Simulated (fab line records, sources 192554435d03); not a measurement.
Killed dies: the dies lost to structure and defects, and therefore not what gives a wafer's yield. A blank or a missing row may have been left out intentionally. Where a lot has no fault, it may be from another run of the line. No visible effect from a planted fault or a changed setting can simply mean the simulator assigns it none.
Chamber matching	flow n5-finfet	rie-diel-02 running N5_GATE_CUT_STRIP_59: 4 sister chambers
The step strips in N2/H2, time 20 s. 18 wafers are shown with their chamber, then 9 later ones without.

WAFERS, EACH WITH ITS CHAMBER
wafer	chamber	drypump-motor-current-A (A)	showerhead-plenum-p-Torr (Torr)	throttle-valve-pct (%)
L075.3	2	5.8	3.37	12.2
L075.4	1	5.9	3.29	11.7
L075.6	2	5.8	3.37	12.2
L076.1	3	5.1	3.25	12.4
L076.3	0	6.0	3.34	12.4
L076.6	3	5.1	3.25	12.4
L083.2	1	5.9	3.28	11.8
L083.4	2	5.8	3.36	12.2
L083.5	0	6.0	3.34	12.5
L085.3	2	5.8	3.36	12.2
L085.5	2	5.8	3.36	12.2
L085.6	3	5.1	3.24	12.5
L086.1	3	5.0	3.24	12.5
L086.2	0	6.0	3.34	12.5
L086.5	0	6.0	3.34	12.5
L089.2	0	6.0	3.33	12.5
L089.4	2	5.8	3.36	12.2
L089.6	3	5.0	3.24	12.5

SIGNATURES (means of the wafers above)
reading	chamber 0	chamber 1	chamber 2	chamber 3	scatter within a chamber
drypump-motor-current-A	6.000	5.900	5.800	5.060	0.0293
showerhead-plenum-p-Torr	3.3380	3.2850	3.3633	3.2440	0.00523
throttle-valve-pct	12.480	11.750	12.200	12.460	0.0423
Rule: distance of a wafer from a chamber = root of the sum over the readings of ((wafer's reading minus chamber's mean) / reading's scatter) squared. The wafer belongs to the nearest chamber; if the next one is less than 2 further off, it can't be placed. How the scatter is found: for the shown wafers, subtract from each reading the mean of its chamber, square and add these, divide the total by (wafers less chambers), then take the root.

WAFERS MISSING THEIR CHAMBER
wafer	drypump-motor-current-A (A)	showerhead-plenum-p-Torr (Torr)	throttle-valve-pct (%)
L093.3	6.0	3.33	12.5
L093.4	5.8	3.35	12.3
L093.5	6.0	3.33	12.5
L094.4	6.0	3.33	12.5
L094.5	6.0	3.33	12.5
L094.6	5.9	3.27	11.8
L097.1	5.9	3.27	11.8
L097.4	5.0	3.23	12.5
L097.5	5.1	3.23	12.5

THE CHAMBER EACH PASSED THROUGH
wafer	from the rows above	in truth
L093.3	0	0
L093.4	2	2
L093.5	0	0
L094.4	0	0
L094.5	0	0
L094.6	1	1
L097.1	1	1
L097.4	3	3
L097.5	3	3
Placed correctly: 9 of 9. Left unplaced by these rows: 0. Placed wrongly: 0.
